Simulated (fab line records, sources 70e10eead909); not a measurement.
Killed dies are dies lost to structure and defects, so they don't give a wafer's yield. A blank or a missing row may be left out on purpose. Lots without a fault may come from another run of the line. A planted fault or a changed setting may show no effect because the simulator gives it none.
One fault seen from 3 desks | flow nand_harc | each desk has only its own numbers; what lay behind them comes last

THE TOOL OWNER'S DESK: pvd_sputter-03
The tool's own readings at NHARC_A_M1_PVD_21 (deposits Cu, target thk 30 nm, time 20.49 s): means of the sampled wafers that have a number, for each lot that ran on this tool. A lot is out of limits, marked OUT, if its mean lies more than 4 standard deviations from the usual mean; the brackets give that distance.
Columns: A = chamber_pressure_pa at NHARC_A_M1_PVD_21, usual 5.001 Pa; B = substrate_temp_c at NHARC_A_M1_PVD_21, usual 30.00 C; C = throttle_valve_pct at NHARC_A_M1_PVD_21, usual 29.9 %
lot  | first seen here | A     | B     | C
L188 | day 20 14:52    | 5.003 | 29.92 | 29.0
L189 | day 21 01:15    | 5.012 | 30.05 | 28.9
L193 | day 21 04:00    | 5.008 | 30.02 | 29.1
This desk's finding: nothing out of limits on any of the 3 lots.

THE DEFECT DESK
What the inspections along the route counted, lot by lot: means of the sampled wafers that have a number. A lot is out of limits, marked OUT, if its mean lies more than 4 standard deviations from the usual mean; the brackets give that distance.
Columns: A = raw_defect_count at NHARC_A_M1_INSPECT_11, usual 32; B = raw_defect_count at NHARC_A_M1_INSPECT_27, usual 456
lot  | first seen here | A  | B
L185 | day 18 09:58    | 22 | 393
L186 | day 19 14:15    | 17 | 527
L188 | day 20 13:32    | 53 | 415
L189 | day 20 23:55    | 15 | 499
L193 | day 21 02:40    | 51 | 468
L197 | day 22 08:59    | 34 | 474
This desk's finding: nothing out of limits on any of the 6 lots.

THE METROLOGY DESK
What the gauges read, lot by lot, whatever tool the lot ran on: means of the sampled wafers that have a number. A lot is out of limits, marked OUT, if its mean lies more than 4 standard deviations from the usual mean; the brackets give that distance. Of its 8 readings 7 are shown: those that lie furthest out on some lot.
Columns: A = overlay_x_nm at NHARC_A_M1_OVL_MEAS_10, usual 0.2 nm; B = overlay_y_nm at NHARC_A_M1_OVL_MEAS_10, usual 0.1 nm; C = cd_nm at NHARC_A_M1_CD_MEAS_16, usual 120.5 nm; D = thk_nm at NHARC_A_BONDPAD_THK_MEAS_30, usual 200.3 nm; E = cd_nm at NHARC_A_BONDPAD_CD_MEAS_09, usual 499.7 nm; F = overlay_x_nm at NHARC_A_BONDPAD_OVL_MEAS_35, usual 0 nm; G = overlay_y_nm at NHARC_A_BONDPAD_OVL_MEAS_35, usual 0 nm
lot  | first seen here | A    | B   | C     | D     | E     | F  | G
L185 | day 18 09:56    | -1.5 | 0.7 | 120.5 | 202.1 | 499.3 | -8 | 3
L186 | day 19 14:13    | 0.5  | 0.9 | 119.3 | 200.6 | 498.7 | -6 | 1
L188 | day 20 13:31    | 0.8  | 0.8 | 120.7 | 201.9 | 499.8 | 1  | 6
L189 | day 20 23:52    | 1.2  | 0.5 | 121.1 | 197.6 | 500.0 | 6  | -5
L193 | day 21 02:38    | 0.5  | 0.3 | 120.1 | 199.6 | 497.4 | -6 | -1
L197 | day 22 08:57    | -2.1 | 0.2 | 120.1 | 200.3 | 498.8 | 7  | 7
This desk's finding: nothing out of limits on any of the 6 lots.

PUT TOGETHER
The tool owner's desk saw nothing out of limits.
The defect desk saw nothing out of limits.
The metrology desk saw nothing out of limits.

WHAT THE SIMULATOR HAD PUT IN
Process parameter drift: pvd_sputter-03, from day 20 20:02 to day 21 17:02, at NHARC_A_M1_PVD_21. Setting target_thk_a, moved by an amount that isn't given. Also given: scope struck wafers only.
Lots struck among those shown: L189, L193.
